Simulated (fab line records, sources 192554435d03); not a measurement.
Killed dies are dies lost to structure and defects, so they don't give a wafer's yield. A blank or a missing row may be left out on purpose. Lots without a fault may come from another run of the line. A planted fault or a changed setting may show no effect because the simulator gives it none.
Split-lot experiment | flow n5_finfet | 7 lots, 21 wafers read, on a route of 1938 steps

THE SPLIT
At N5_BEOL_M10_COAT_63 (time 60 s, resist thk 100 nm), the setting spin_rpm was moved away from the recipe's 1500 rpm on 4 of the 21 wafers read, by -10.9% to +7.9%. The other wafers ran this setting at the recipe's value.

The reading is taken at the split's own step.

THE READING
SOC_of_BEOL_M10_COAT_63.thk_nm (the simulator's own value, which no gauge read), in nm, at N5_BEOL_M10_COAT_63 (time 60 s, resist thk 100 nm). The file gives no usual value for it. The 17 wafers here that ran the recipe average 100.0 nm, standard deviation 0.44 nm.

wafer  | tool, chamber at the split | spin_rpm as run, rpm | against the recipe | SOC_of_BEOL_M10_COAT_63.thk_nm, nm | against lot-mates on the recipe
L076.1 | litho_track-05, 0          | 1500                 | recipe             | 99.6                               | -
L076.5 | litho_track-05, 0          | 1500                 | recipe             | 99.6                               | -
L076.3 | litho_track-05, 0          | 1500                 | recipe             | 99.4                               | -
L077.2 | litho_track-02, 0          | 1500                 | recipe             | 100.4                              | -
L077.6 | litho_track-02, 0          | 1500                 | recipe             | 100.4                              | -
L077.3 | litho_track-02, 0          | 1500                 | recipe             | 100                                | -
L078.3 | litho_track-03, 0          | 1500                 | recipe             | 100.2                              | -
L078.4 | litho_track-03, 0          | 1500                 | recipe             | 100.6                              | -
L078.6 | litho_track-03, 0          | 1500                 | recipe             | 100.6                              | -
L080.3 | litho_track-05, 0          | 1500                 | recipe             | 100                                | -
L080.4 | litho_track-05, 0          | 1337                 | -10.9%             | 106                                | +6.0
L080.5 | litho_track-05, 0          | 1337                 | -10.9%             | 106.2                              | +6.2
L083.3 | litho_track-05, 0          | 1500                 | recipe             | 100.8                              | -
L083.5 | litho_track-05, 0          | 1582                 | +5.5%              | 97.8                               | -2.7
L083.6 | litho_track-05, 0          | 1500                 | recipe             | 100.2                              | -
L086.1 | litho_track-02, 0          | 1500                 | recipe             | 100.4                              | -
L086.3 | litho_track-02, 0          | 1500                 | recipe             | 100                                | -
L086.5 | litho_track-02, 0          | 1618                 | +7.9%              | 96.6                               | -3.6
L091.1 | litho_track-05, 0          | 1500                 | recipe             | 99.4                               | -
L091.3 | litho_track-05, 0          | 1500                 | recipe             | 99.6                               | -
L091.4 | litho_track-05, 0          | 1500                 | recipe             | 99.6                               | -

THE FIT
A straight line over all 21 wafers: SOC_of_BEOL_M10_COAT_63.thk_nm changes by -0.519 nm for each +1% of spin_rpm; r = -0.98; the points scatter about the line by 0.47 nm.
The same after taking each lot's own level away (the mean of its wafers on the recipe; 21 wafers): -0.534 nm for each +1%; r = -0.99; scatter 0.23 nm.
On that fit, the largest move of spin_rpm shifts the reading by 5.8 nm.
The lots' own levels span 99.53 to 100.50 nm, that is 2.2 times the standard deviation above.
So the lot-to-lot level changes the slope little: the two slopes agree.
Check: with one of the wafers moved furthest among these (-10.9%) left out of the fit, the line predicts +5.79 nm for it against its lot-mates. It came out at +6 nm against them.

OTHER SPLITS ON THESE WAFERS
These wafers also went through other splits before the reading. Each is held against what the fit with the lots' levels taken away leaves over:
other split on the same wafers   | wafers away from the commonest value | r with SOC_of_BEOL_M10_COAT_63.thk_nm (lot level and that fit taken away)
N5_BEOL_M7_DESCUM_33 time_s      | 6                                    | +0.19
N5_BEOL_M8_TRENCH_ETCH_37 time_s | 8                                    | -0.08
N5_BEOL_M8_ALD_77 purge_time_s   | 1                                    | -0.54
N5_BEOL_M9_DESCUM_16 time_s      | 5                                    | +0.32

THE FILE'S OWN FIT
SOC_of_BEOL_M10_COAT_63.thk_nm changes by -0.521 nm for each +1% of spin_rpm, r = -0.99.
